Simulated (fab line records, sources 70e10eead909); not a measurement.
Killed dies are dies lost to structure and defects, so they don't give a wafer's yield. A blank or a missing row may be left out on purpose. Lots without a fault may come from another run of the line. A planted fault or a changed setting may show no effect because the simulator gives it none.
A struck lot beside a sound one | flow nand_harc | 15 steps out of a route of 1159
Sound: wafers L539.2, L539.3, L539.5. Struck: wafers L550.1, L550.5, L550.6. The cause comes at the end.
At each step with rows: each side's tool, then ch and its chambers, then its first start. Under that, the readings that differ: sound wafers | struck wafers | difference of the means | sigmas: that difference in standard deviations of wafers without a fault.
alike: readings whose means differ by less than 2 such deviations, and words and numbers that are the same on both sides. not compared: withheld readings, readings that some wafer has no value for, bounds like >300 that may hide the same value, and numbers for which the record gives no deviation and whose values overlap.
The two part at a step that has a row with sigmas, a row that says differs or no value, or rows on one side only. Numbers that don't overlap but have no deviation are shown without sigmas and don't part them. A reading that every wafer of one side lacks parts them only if that side has two wafers or more.

first, 1 step without rows for these wafers: NHARC_A_CONTACT_DESCUM_13 (chemistry O2, time 3 s).
NHARC_A_CONTACT_ETCH_88: etches the open film in CF4, target depth 39 nm, time 65 s.
  sound on rie_diel-08 ch 1,2, day 17 10:25; struck on rie_diel-08 ch 0,1,3, day 20 06:28
  alike: chamber_pressure_mTorr, drypump_motor_current_A, mfc_ar_sccm, oes_product_au, rf_vpp_V, showerhead_plenum_p_Torr, throttle_valve_pct
  not compared: rf_hours_counter_h
NHARC_A_CONTACT_ETCH_89: etches the open film in N2/H2, target depth 260 nm, time 475.3 s.
  sound on rie_diel-08 ch 0,1,2; struck on rie_diel-08 ch 0,1,2
  alike: chamber_pressure_mTorr, drypump_motor_current_A, mfc_ar_sccm, n2_flow_sccm, oes_product_au, rf_vpp_V, showerhead_plenum_p_Torr, throttle_valve_pct
  not compared: rf_hours_counter_h
then, 4 steps without rows for these wafers: NHARC_A_CONTACT_ETCH_30 (etches the open film in CF4/CHF3, target depth 60.5 nm, time 30.2 s); NHARC_A_CONTACT_ETCH_31 (etches the open film in O2/COS, target depth 2000 nm, time 520 s); NHARC_A_CONTACT_ETCH_134 (etches the open film in C4F8/O2/Ar, time 140 s, target depth 700 nm); NHARC_A_CONTACT_ETCH_135 (etches the open film in C4F8/O2/Ar, time 132 s, target depth 1287 nm).
NHARC_A_CONTACT_ETCH_136: etches the open film in C4F8/O2/Ar, time 132 s, target depth 1287 nm.
  sound on har_cap_etch-03 ch 1, day 17 11:41; struck on har_cap_etch-03 ch 0,1, day 20 07:41
  alike: chamber_pressure_mTorr
  not compared: rf_hours_counter_h
then, 2 steps without rows for these wafers: NHARC_A_CONTACT_ETCH_137 (etches the open film in C4F8/O2/Ar, time 132 s, target depth 1287 nm); NHARC_A_CONTACT_ETCH_138 (etches the open film in C4F8/O2/Ar, time 132 s, target depth 1289 nm).
NHARC_A_CONTACT_ETCH_139: etches the open film in C4F8/O2/Ar, time 137 s, target depth 590 nm.
  sound on har_cap_etch-03 ch 1, day 17 12:04; struck on har_cap_etch-03 ch 0,1, day 20 08:05
  alike: chamber_pressure_mTorr
  not compared: rf_hours_counter_h
NHARC_A_CONTACT_ETCH_92: etches the open film in CH3F/O2, target depth 40 nm, time 85.7 s.
  sound on rie_diel-08 ch 0,1,2, day 17 12:27; struck on rie_diel-08 ch 0,1,2, day 20 08:29
  alike: chamber_pressure_mTorr, drypump_motor_current_A, mfc_ar_sccm, oes_product_au, rf_vpp_V, showerhead_plenum_p_Torr, throttle_valve_pct
  not compared: rf_hours_counter_h
NHARC_A_CONTACT_ETCH_98: etches the open film in C4F6/O2, target depth 20 nm, time 10 s.
  sound on rie_diel-08 ch 0,3, day 17 12:34; struck on rie_diel-08 ch 0,3, day 20 08:35
  reading               | sound             | struck            | difference | sigmas
  oes_product_au (a.u.) | 0.935 0.959 0.963 | 0.744 0.732 0.742 | -0.213     | -9
  alike: chamber_pressure_mTorr, drypump_motor_current_A, mfc_ar_sccm, rf_vpp_V, showerhead_plenum_p_Torr, throttle_valve_pct
  not compared: rf_hours_counter_h
NHARC_A_CONTACT_CD_MEAS_15:
  sound on cd_sem-01, day 17 12:38; struck on cd_sem-03, day 20 08:40
  alike: cd_nm
-- the record jumps here: 2 days lie between the struck wafers' starts before and after (it left off in module A_CONTACT and takes up again in module END, whose first step shown is number 1159 of the route) --
NHARC_END_SORT_01:
  sound on prober-01 ch 0, day 20 01:32; struck on prober-02 ch 0, day 22 08:50
  reading         | sound    | struck      | difference | sigmas
  killed_at_array | 38 35 35 | 670 668 673 | +634       | +53
  killed_dies     | 43 38 36 | 676 672 676 | +636       | +58
  alike: killed_at_other, killed_at_periphery, killed_open, killed_short

WHERE THEY PART
First at NHARC_A_CONTACT_ETCH_98; last, within this record, at NHARC_END_SORT_01.

WHY: what the simulator had put in
Process parameter drift: rie_diel-08, from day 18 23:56 on, at NHARC_A_CONTACT_ETCH_98. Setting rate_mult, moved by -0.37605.
